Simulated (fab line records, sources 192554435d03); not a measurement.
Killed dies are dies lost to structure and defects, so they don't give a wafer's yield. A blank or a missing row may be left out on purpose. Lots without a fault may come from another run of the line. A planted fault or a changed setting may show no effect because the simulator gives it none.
Split-lot experiment | flow n5_finfet | 7 lots, 39 wafers read, on a route of 1938 steps

THE SPLIT
At N5_BEOL_M6_DEP_56 (deposits SiCN from 3MS/NH3, target thk 10 nm, time 17.5 s), the setting target_thk_a was moved away from the recipe's 100 angstrom on 18 of the 39 wafers read, by -32.3% to +51.9%. The other wafers ran this setting at the recipe's value.

The reading is taken at the split's own step.

THE READING
SiCN_of_BEOL_M6_DEP_56.thk_nm (the simulator's own value, which no gauge read), in nm, at N5_BEOL_M6_DEP_56 (deposits SiCN from 3MS/NH3, target thk 10 nm, time 17.5 s). The file gives no usual value for it. The 21 wafers here that ran the recipe average 10.0 nm, standard deviation 0.24 nm.

wafer  | tool, chamber at the split | target_thk_a as run, angstrom | against the recipe | SiCN_of_BEOL_M6_DEP_56.thk_nm, nm | against lot-mates on the recipe
L075.1 | pecvd-04, 1                | 78.19                         | -21.8%             | 7.8                               | -2.5
L075.2 | pecvd-04, 0,1              | 100                           | recipe             | 10.2                              | -
L075.4 | pecvd-04, 0,1              | 100                           | recipe             | 10.2                              | -
L075.3 | pecvd-04, 0                | 78.19                         | -21.8%             | 8                                 | -2.3
L075.5 | pecvd-04, 0                | 78.19                         | -21.8%             | 8.2                               | -2.1
L075.6 | pecvd-04, 1                | 100                           | recipe             | 10.4                              | -
L076.1 | pecvd-01, 0                | 81.45                         | -18.6%             | 7.8                               | -1.9
L076.2 | pecvd-01, 1,2              | 100                           | recipe             | 9.6                               | -
L076.3 | pecvd-01, 1,2              | 100                           | recipe             | 9.6                               | -
L076.4 | pecvd-01, 0                | 100                           | recipe             | 9.8                               | -
L076.5 | pecvd-01, 2                | 81.45                         | -18.6%             | 8                                 | -1.7
L076.6 | pecvd-01, 1                | 81.45                         | -18.6%             | 8.2                               | -1.5
L079.1 | pecvd-01, 1,0              | 151.9                         | +51.9%             | 15                                | +5.1
L079.4 | pecvd-01, 1,0              | 151.9                         | +51.9%             | 15                                | +5.1
L079.2 | pecvd-01, 2                | 151.9                         | +51.9%             | 14.8                              | +4.9
L079.3 | pecvd-01, 0,2              | 100                           | recipe             | 9.8                               | -
L079.5 | pecvd-01, 0,2              | 100                           | recipe             | 9.8                               | -
L079.6 | pecvd-01, 1                | 100                           | recipe             | 10                                | -
L083.1 | pecvd-02, 2                | 100                           | recipe             | 10                                | -
L083.2 | pecvd-02, 0,2              | 73.47                         | -26.5%             | 7.4                               | -2.7
L083.6 | pecvd-02, 0,2              | 73.47                         | -26.5%             | 7.4                               | -2.7
L083.3 | pecvd-02, 1,0              | 100                           | recipe             | 10.2                              | -
L083.5 | pecvd-02, 1,0              | 100                           | recipe             | 10.2                              | -
L083.4 | pecvd-02, 1                | 73.47                         | -26.5%             | 7.6                               | -2.5
L084.1 | pecvd-02, 0                | 100                           | recipe             | 9.6                               | -
L084.3 | pecvd-02, 2,0              | 100                           | recipe             | 10                                | -
L084.4 | pecvd-02, 2,0              | 100                           | recipe             | 10                                | -
L087.1 | pecvd-04, 1                | 100                           | recipe             | 10                                | -
L087.2 | pecvd-04, 2                | 100                           | recipe             | 9.8                               | -
L087.3 | pecvd-04, 0                | 100                           | recipe             | 10.2                              | -
L087.4 | pecvd-04, 0                | 67.73                         | -32.3%             | 7                                 | -3.0
L087.5 | pecvd-04, 2                | 67.73                         | -32.3%             | 6.6                               | -3.4
L087.6 | pecvd-04, 1                | 67.73                         | -32.3%             | 6.8                               | -3.2
L089.1 | pecvd-04, 2                | 100                           | recipe             | 9.6                               | -
L089.2 | pecvd-04, 0                | 100                           | recipe             | 10.2                              | -
L089.3 | pecvd-04, 1                | 145.7                         | +45.7%             | 14.4                              | +4.5
L089.4 | pecvd-04, 2                | 145.7                         | +45.7%             | 14.2                              | +4.3
L089.5 | pecvd-04, 1                | 145.7                         | +45.7%             | 14.6                              | +4.7
L089.6 | pecvd-04, 0                | 100                           | recipe             | 10                                | -
Where a row lists several chambers, the file gives one row for several wafers and doesn't say which wafer went through which chamber.

THE FIT
A straight line over all 39 wafers: SiCN_of_BEOL_M6_DEP_56.thk_nm changes by +0.0964 nm for each +1% of target_thk_a; r = +1.00; the points scatter about the line by 0.22 nm.
The same after taking each lot's own level away (the mean of its wafers on the recipe; 39 wafers): +0.0982 nm for each +1%; r = +1.00; scatter 0.16 nm.
On that fit, the largest move of target_thk_a shifts the reading by 5.1 nm.
The lots' own levels span 9.67 to 10.27 nm, that is 2.5 times the standard deviation above.
So the lot-to-lot level changes the slope little: the two slopes agree.
Check: with one of the wafers moved furthest among these (+51.9%) left out of the fit, the line predicts +5.08 nm for it against its lot-mates. It came out at +5.13 nm against them.

OTHER SPLITS ON THESE WAFERS
These wafers also went through other splits before the reading. Each is held against what the fit with the lots' levels taken away leaves over:
other split on the same wafers        | wafers away from the commonest value | r with SiCN_of_BEOL_M6_DEP_56.thk_nm (lot level and that fit taken away)
N5_FIN_SAQP_HM_DEP_03 target_thk_a    | 12                                   | +0.10
N5_SD_EPI_N_EPI_21 time_s             | 15                                   | -0.06
N5_BEOL_M0_SAQP_PECVD_00 time_s       | 15                                   | +0.00
N5_BEOL_M1_ILD_DEP_00 target_thk_a    | 9                                    | -0.08
N5_BEOL_M2_VIA_ETCH_34 target_depth_a | 9                                    | -0.19
N5_BEOL_M4_DEP_57 target_thk_a        | 12                                   | +0.08

THE FILE'S OWN FIT
SiCN_of_BEOL_M6_DEP_56.thk_nm changes by +0.0982 nm for each +1% of target_thk_a, r = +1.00.
